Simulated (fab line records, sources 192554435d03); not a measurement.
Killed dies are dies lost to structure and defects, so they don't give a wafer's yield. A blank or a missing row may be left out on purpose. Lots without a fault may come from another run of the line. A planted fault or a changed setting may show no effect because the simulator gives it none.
fab line records | flow n5_finfet
record lots=6 wafers=18 last_day=17
route steps=1938 shown ZERO_LAYER@12 WELL_APT@20 PASSIVATION@1936
lots that met no fault: from a run of the same line without faults
start_h: hours from the record's first day to the start of the lot's first wafer shown | wait_h: hours since the lot's step before | " the same as in the row above | L1.1+2: a row that stands for several wafers | - no value, or no start given | * or withheld: withheld | < > ~ a bound
route shown NAME@n: a module of which the file shows steps, and the number in the route of the first | usual: mean/standard deviation of fault-free wafers | same: alike in all rows | chamber/n: place in a boat | sites: the reading at each site | _std_site: their standard deviation | _edge_site: outer sites' mean less inner sites' | radius_mm: how far each site lies from the wafer's centre | mask NAME#n: copy n | behind: the tool/chamber that last shaped the wafer | hold: why the lot was held/for how many hours/how that ended | device: the transistor (n, p or np) that didn't switch | end of line: the same wafers' tests at the end of the route | a step without rows: its recipe alone | killed: dies lost to structure and defects at the first sort, not the wafer's yield | map: a wafer's dies, x killed, . not, _ none there
set.NAME: the setting as run; set.NAME@STEP: as run at that earlier step | model.NAME: the simulator's own value behind a step, which no gauge read
lots at some steps of the route; a table a step, a row a wafer
services: from which hour (start_h, from the record's first day; less than 0 if before it) a tool's chamber was out of use, for how many hours, and why
## steps
# step N5_ZERO_LAYER_HARDBAKE_23
# recipe temp_c=130 time_s=120
# step N5_ZERO_LAYER_CD_MEAS_11
# recipe target_cd_nm=2000 landing_energy_ev=500 detector=se_inlens
# usual cd_nm=2000.1/1.7
# columns lot.wafer tool chamber start_h wait_h cd_nm
L249.3 cd_sem-02 0 24.65 - 2000.0
L249.5 " 0 " " 2001.3
L249.6 " 0 " " 1999.2
L252.1 cd_sem-02 0 42.66 - 2002.7
L252.5 " 0 " " 2001.9
L252.6 " 0 " " 1999.7
L259.3 cd_sem-02 0 84.77 - 2001.5
L259.4 " 0 " " 2000.8
L259.5 " 0 " " 1999.2
L260.1 cd_sem-03 0 90.77 - 2000.8
L260.2 " 0 " " 2002.4
L260.5 " 0 " " 2002.6
L264.3 cd_sem-02 0 114.77 - 1998.7
L264.4 " 0 " " 2002.1
L264.5 " 0 " " 2001.4
L270.1 cd_sem-03 0 150.64 - 2003.3
L270.3 " 0 " " 2000.1
L270.5 " 0 " " 2002.4
# step N5_ZERO_LAYER_DESCUM_16
# recipe chemistry=O2 time_s=7.9 source_power_w=50 bias_power_w=20 pressure_mtorr=20 rf_frequency_hz=2.712e+07 temp_c=40 o2_flow_sccm=225
# usual drypump_motor_current_A=5.6/0.36 oes_product_au=0.78/0.075 rf_vpp_V=243.3/1.5 showerhead_plenum_p_Torr=2.10/0.074 throttle_valve_pct=20.35/0.26
# same time_s=7.9
# columns lot.wafer tool chamber start_h wait_h drypump_motor_current_A oes_product_au rf_hours_counter_h rf_vpp_V showerhead_plenum_p_Torr throttle_valve_pct
L249.3 rie_diel-05 0 24.93 0.3 5.1 0.72 185 244.4 2.17 20.66
L249.5 " 0 " " 5.1 0.73 - 245.6 2.17 20.66
L249.6 " 1 " " 5.8 0.82 - 245.5 2.19 20.07
L252.1 rie_diel-05 3 42.75 0.1 5.7 0.74 189 243.7 2.17 20.58
L252.5 " 0 " " 5.1 0.71 - 243.6 2.17 20.68
L252.6 " 1 " " 5.8 0.82 - 245.5 2.18 20.07
L259.3 rie_diel-02 0 84.81 0.0 6.5 0.71 234 245.0 2.16 20.69
L259.4 " 1 " " 5.4 0.76 - 245.5 2.17 20.61
L259.5 " 3 " " 5.6 0.90 - 243.5 2.13 20.23
L260.1 rie_diel-06 2 90.93 0.2 5.9 0.72 184 241.4 2.07 20.39
L260.2 " 1 " " 6.0 0.92 26 241.2 2.04 19.92
L260.5 " 1 " " 6.0 0.91 - 242.3 2.04 19.93
L264.3 rie_diel-06 2 114.82 0.1 5.9 0.72 - 242.8 2.07 20.42
L264.4 " 0 " " 5.2 0.72 - 241.1 1.99 20.44
L264.5 " 0 " " 5.1 0.72 - 241.3 1.99 20.43
L270.1 rie_diel-06 2 150.68 0.0 5.9 0.70 207 242.6 2.07 20.43
L270.3 " 3 " " 5.2 0.67 239 242.4 1.98 20.85
L270.5 " 0 " " 5.2 0.72 - 241.1 1.99 20.45
# step N5_ZERO_LAYER_ETCH_17
# recipe chemistry=CF4 target=SiO2 target_depth_a=120 time_s=13.3 ion_energy_ev=350 pressure_mtorr=40 source_w=450 bias_w=215 Ar_flow_sccm=100 cf4_flow_sccm=100
# usual drypump_motor_current_A=5.6/0.36 oes_product_au=0.78/0.077 rf_vpp_V=949/4.3 showerhead_plenum_p_Torr=2.15/0.065 throttle_valve_pct=15.65/0.25
# same time_s=13.3
# columns lot.wafer tool chamber start_h wait_h drypump_motor_current_A oes_product_au rf_hours_counter_h rf_vpp_V showerhead_plenum_p_Torr throttle_valve_pct
L249.3 rie_diel-05 0 24.96 0.0 5.1 0.73 185 953 2.22 15.92
L249.5 " 0 " " 5.1 0.71 - 953 2.22 15.91
L249.6 " 1 " " 5.7 0.83 - 955 2.24 15.33
L252.1 rie_diel-05 3 42.79 0.0 5.7 0.75 189 954 2.21 15.76
L252.5 " 0 " " 5.1 0.72 - 954 2.22 15.92
L252.6 " 1 " " 5.8 0.83 - 954 2.23 15.33
L259.3 rie_diel-02 0 84.84 0.0 6.5 0.71 234 952 2.20 15.91
L259.4 " 1 " " 5.4 0.77 - 955 2.22 15.87
L259.5 " 3 " " 5.5 0.90 - 952 2.18 15.44
L260.1 rie_diel-06 2 90.99 0.0 5.9 0.73 184 948 2.14 15.77
L260.2 " 1 " " 6.0 0.93 26 947 2.10 15.22
L260.5 " 1 " " 6.0 0.94 - 945 2.10 15.21
L264.3 rie_diel-06 2 114.89 0.0 5.9 0.71 - 948 2.13 15.78
L264.4 " 0 " " 5.1 0.73 - 942 2.05 15.80
L264.5 " 0 " " 5.2 0.73 - 943 2.05 15.78
L270.1 rie_diel-06 2 150.71 0.0 5.9 0.70 207 947 2.13 15.79
L270.3 " 3 " " 5.3 0.68 239 941 2.04 16.15
L270.5 " 0 " " 5.1 0.72 - 943 2.05 15.80
# step N5_ZERO_LAYER_ETCH_18
# recipe chemistry=HBr/Cl2 target=Si target_depth_a=1200 time_s=40 pressure_mtorr=10 icp_w=800 bias_w=75 HBr_flow_sccm=150 Cl2_flow_sccm=80
# usual drypump_motor_current_A=5.6/0.5 oes_product_au=0.996/0.018 throttle_valve_pct=36.28/0.25
# same time_s=40
# columns lot.wafer tool chamber start_h wait_h drypump_motor_current_A oes_product_au rf_hours_counter_h throttle_valve_pct
L249.3 rie_si-03 3 25.04 0.0 5.7 1.014 138 36.09
L249.5 " 3 " " 5.7 1.021 - 36.10
L249.6 " 0 " " 5.3 1.019 - 36.42
L252.1 rie_si-03 3 42.86 0.0 5.7 1.012 138 36.10
L252.5 " 0 " " 5.3 1.015 - 36.42
L252.6 " 1 " " 5.7 0.982 - 36.40
L259.3 rie_si-03 2 84.92 0.0 5.1 0.974 90 35.99
L259.4 " 0 " " 5.2 1.019 187 36.40
L259.5 " 2 " " 5.1 0.968 - 36.00
L260.1 rie_si-01 2 91.08 0.1 6.0 1.004 29 36.08
L260.2 " 1 " " 6.2 0.985 133 36.72
L260.5 " 0 " " 5.9 0.986 - 36.92
L264.3 rie_si-02 3 114.96 0.0 6.7 1.002 73 36.21
L264.4 " 0 " " 5.4 1.018 84 36.09
L264.5 " 3 " " 6.8 0.993 - 36.19
L270.1 rie_si-02 0 150.79 0.0 5.4 1.020 84 36.09
L270.3 " 1 " " 4.9 0.977 38 36.59
L270.5 " 3 " " 6.8 0.991 - 36.18
# step N5_ZERO_LAYER_STRIP_24
# recipe chemistry=O2 power_w=1000 temp_c=250 overash_fraction=0.3 pressure_mtorr=1000 o2_flow_sccm=6750
# usual drypump_motor_current_A=5.7/0.7 heater_power_w=308/23 oes_product_au=0.646/0.004 strip_time_to_endpoint_s=43.85/0.11
# columns lot.wafer tool chamber start_h wait_h drypump_motor_current_A heater_power_w oes_product_au rf_hours_counter_h strip_time_to_endpoint_s
L249.3 plasma_asher-02 1 25.16 0.1 6.4 316 0.641 - 43.77
L249.5 " 1 " " 6.4 305 0.647 - 43.74
L249.6 " 0 " " 4.9 286 0.642 - 43.78
L252.1 plasma_asher-01 0 42.97 0.1 5.2 309 0.644 32 43.82
L252.5 " 1 " " 6.3 337 0.645 - 43.82
L252.6 " 0 " " 5.2 298 0.650 - 43.96
L259.3 plasma_asher-02 0 85.04 0.1 4.9 287 0.640 - 43.88
L259.4 " 1 " " 6.4 309 0.653 - 43.82
L259.5 " 1 " " 6.4 305 0.642 - 43.79
L260.1 plasma_asher-01 0 91.19 0.1 5.2 311 0.652 40 43.73
L260.2 " 1 " " 6.3 341 0.645 40 43.86
L260.5 " 0 " " 5.2 308 0.647 - 43.81
L264.3 plasma_asher-02 1 115.08 0.1 6.4 302 0.653 - 43.85
L264.4 " 0 " " 4.9 288 0.646 - 43.88
L264.5 " 1 " " 6.5 317 0.646 - 43.88
L270.1 plasma_asher-02 1 150.89 0.1 6.4 314 0.646 88 43.91
L270.3 " 1 " " 6.4 306 0.642 - 43.86
L270.5 " 0 " " 4.8 277 0.643 - 43.93
# step N5_ZERO_LAYER_STRIP_19
# recipe chemistry=SPM time_s=900 temp_c=130 h2so4_h2o2_vol_ratio=4 dry=ipa_marangoni
# step N5_ZERO_LAYER_INSPECT_20
# recipe inspect_instrument=darkfield mode=post_clean
# usual raw_defect_count=40/20
# columns lot.wafer tool chamber start_h wait_h raw_defect_count
L249.3 defect_inspect-02 - 25.51 0.0 36
L249.5 " - " " 35
L249.6 " - " " 20
L252.1 defect_inspect-01 - 43.33 0.0 50
L252.5 " - " " 45
L252.6 " - " " 43
L259.3 defect_inspect-01 - 85.39 0.0 29
L259.4 " - " " 23
L259.5 " - " " 39
L260.1 defect_inspect-02 - 91.55 0.0 30
L260.2 " - " " 33
L260.5 " - " " 24
L264.3 defect_inspect-02 - 115.42 0.0 26
L264.4 " - " " 14
L264.5 " - " " 41
L270.1 defect_inspect-01 - 151.25 0.0 70
L270.3 " - " " 72
L270.5 " - " " 83
# step N5_WELL_APT_HMDS_01
# recipe time_s=60 temp_c=120
# step N5_WELL_APT_COAT_02
# recipe spin_rpm=1357 resist_thk_nm=950
# step N5_WELL_APT_EBR_04
# recipe solvent=PGMEA ebr_width_mm=1.5
# step N5_WELL_APT_SOFTBAKE_03
# recipe temp_c=130 time_s=60
# step N5_WELL_APT_EXPOSE_05
# recipe mask_id=NWELL na=0.8 source_shape=conventional sigma_outer=0.8 polarization=unpolarized defocus_nm=0 target_cd_nm=200 dose_mj=20.3
# columns lot.wafer tool chamber start_h wait_h mask model.WELL_APT.overlay_x_nm
L249.3+5+6 krf_scanner-01 0 25.77 - NWELL#0 -5.52
L252.1+5+6 krf_scanner-02 0 43.46 - NWELL#0 4.793
L259.3+4+5 krf_scanner-01 0 85.65 - NWELL#0 44.41
L260.1+2+5 krf_scanner-01 0 91.68 - NWELL#0 45.55
L264.3+4+5 krf_scanner-02 0 115.57 - NWELL#0 1.823
L270.1+3+5 krf_scanner-02 0 151.38 - NWELL#0 -4.465
# step N5_WELL_APT_PEB_06
# recipe peb_temp_c=130 peb_time_s=90
# step N5_WELL_APT_DEVELOP_07
# recipe develop_time_s=45 rinse_liquid=surfactant_rinse dry=air_spin dev_temp_c=21
# step N5_WELL_APT_HARDBAKE_12
# recipe temp_c=130 time_s=120
# step N5_WELL_APT_CD_MEAS_08
# recipe target_cd_nm=200 landing_energy_ev=500 detector=se_inlens
# usual cd_nm=199.0/2.4
# columns lot.wafer tool chamber start_h wait_h cd_nm
L249.3 cd_sem-02 0 25.94 - 198.8
L249.5 " 0 " " 200.5
L249.6 " 0 " " 200.3
L252.1 cd_sem-02 0 43.63 - 198.5
L252.5 " 0 " " 199.8
L252.6 " 0 " " 200.5
L259.3 cd_sem-03 0 85.81 - 197.1
L259.4 " 0 " " 197.1
L259.5 " 0 " " 193.6
L260.1 cd_sem-02 0 91.85 - 200.4
L260.2 " 0 " " 202.8
L260.5 " 0 " " 199.5
L264.3 cd_sem-03 0 115.73 - 199.7
L264.4 " 0 " " 200.4
L264.5 " 0 " " 198.4
L270.1 cd_sem-01 0 151.56 - 199.3
L270.3 " 0 " " 199.1
L270.5 " 0 " " 200.4
# step N5_WELL_APT_OVL_MEAS_09
# recipe points_per_wafer=44
# usual NWELL_OVL=3/5.9
# columns lot.wafer tool chamber start_h wait_h NWELL_OVL[nm]
L249.3 overlay-02 0 25.96 0.0 3
L249.5 " 0 " " 6
L249.6 " 0 " " -4
L252.1 overlay-01 0 43.66 0.0 7
L252.5 " 0 " " 8
L252.6 " 0 " " 7
L259.3 overlay-02 0 85.84 0.0 57
L259.4 " 0 " " 48
L259.5 " 0 " " 51
L260.1 overlay-02 0 91.88 0.0 63
L260.2 " 0 " " 53
L260.5 " 0 " " 54
L264.3 overlay-02 0 115.76 0.0 6
L264.4 " 0 " " 5
L264.5 " 0 " " -3
L270.1 overlay-02 0 151.59 0.0 -3
L270.3 " 0 " " -4
L270.5 " 0 " " -3
# step N5_WELL_APT_INSPECT_10
# recipe mode=adi inspect_instrument=macro
# usual raw_defect_count=1.9/1.4
# columns lot.wafer tool chamber start_h wait_h raw_defect_count
L249.3 defect_inspect-02 - 25.99 0.0 1
L249.5 " - " " 3
L249.6 " - " " 2
L252.1 defect_inspect-01 - 43.68 0.0 2
L252.5 " - " " 1
L252.6 " - " " 3
L259.3 defect_inspect-01 - 85.87 0.0 1
L259.4 " - " " 0
L259.5 " - " " 3
L260.1 defect_inspect-01 - 91.91 0.0 1
L260.2 " - " " 5
L260.5 " - " " 4
L264.3 defect_inspect-02 - 115.78 0.0 4
L264.4 " - " " 5
L264.5 " - " " 1
L270.1 defect_inspect-02 - 151.61 0.0 1
L270.3 " - " " 3
L270.5 " - " " 1
# step N5_PASSIVATION_PROBE_49
# usual defect_limited_yield=91.7/1.2 killed_at_M0_to_M3=33/9.5 killed_at_M4_up=13/4.9 killed_at_contacts=13/6.6 killed_at_front_end=36/11 killed_at_other=3.0/2.6 killed_dies=97/14 killed_open=65/11 killed_short=31/6.6 sort_bin_5_function=4.8/0.82 sort_bin_6_memory=3.1/0.58 sort_n_pass=1083/14 sort_yield_pct=91.7/1.2
# same gross_dies=1180 killed_at_back_side=0 sort_bin_4_leakage[%]=0 sort_bin_8_speed[%]=0
# columns lot.wafer tool chamber start_h wait_h defect_limited_yield[%] killed_at_M0_to_M3 killed_at_M4_up killed_at_contacts killed_at_front_end killed_at_other killed_dies killed_open killed_short sort_bin_5_function[%] sort_bin_6_memory[%] sort_n_pass sort_yield_pct[%]
L260.1 prober-02 - 345.11 0.0 93.2 30 7 10 28 5 80 61 17 3.6 2.9 1100 93.2
# killed by level:class
L260.1 STI_FIN_REVEAL:geometric_particle:open=12 MOL_CONTACT_COAG:geometric_particle:open=10 BEOL_M0_SAQP:geometric_particle:open=7 BEOL_M2:geometric_particle:open=7 BEOL_M0_SAQP:geometric_particle:short=5 BEOL_M1:geometric_particle:open=5 BEOL_M0:geometric_particle:open=4 GATE_CUT:geometric_particle:short=3
## services
# columns tool chamber start_h hours kind
rie_diel-06 0 9.40 4.7 repair
rie_si-02 0 20.71 8.1 repair
krf_scanner-01 - 31.90 1.0 pm
krf_scanner-02 - 34.76 0.3 repair
rie_diel-06 3 47.88 80.0 repair
rie_diel-05 - 57.51 2.8 pm
krf_scanner-01 - 61.35 0.2 repair
krf_scanner-01 - 62.29 3.7 repair
rie_diel-05 2 66.22 4.1 repair
rie_diel-05 3 69.08 10.3 repair
rie_diel-02 2 73.77 20.4 repair
plasma_asher-01 - 84.24 1.7 repair
rie_diel-06 0 86.29 11.1 repair
rie_si-03 3 91.99 4.0 repair
krf_scanner-01 - 92.20 1.3 pm
plasma_asher-02 - 95.24 4.0 repair
rie_si-02 - 95.70 0.5 repair
plasma_asher-02 - 103.15 1.8 repair
krf_scanner-02 - 105.81 1.3 pm
rie_diel-06 1 112.38 4.0 repair
krf_scanner-01 - 115.20 4.1 repair
krf_scanner-02 - 117.61 1.9 repair
krf_scanner-01 - 137.55 4.4 pm
krf_scanner-01 - 151.36 0.8 pm
## key
first_sign step=N5_WELL_APT_OVL_MEAS_09 reading=NWELL_OVL direction=up sigmas=8.7 usual=3 struck=54
effect none on later readings
model_effect step=N5_WELL_APT_EXPOSE_05 value=WELL_APT.overlay_x_nm without=2.306 struck=44.98
met_at N5_WELL_APT_EXPOSE_05
struck_wafers L259.3,L259.4,L259.5,L260.1,L260.2,L260.5
rows_end L259.4
onset_between 25.77 85.65
fault kind=scanner_matching_overlay tool=krf_scanner-01 chamber=- onset_h=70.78 steps=N5_WELL_APT_EXPOSE_05 offset=42.677
# rows_end: these wafers met a further fault down the route, and their rows from its step on are left out
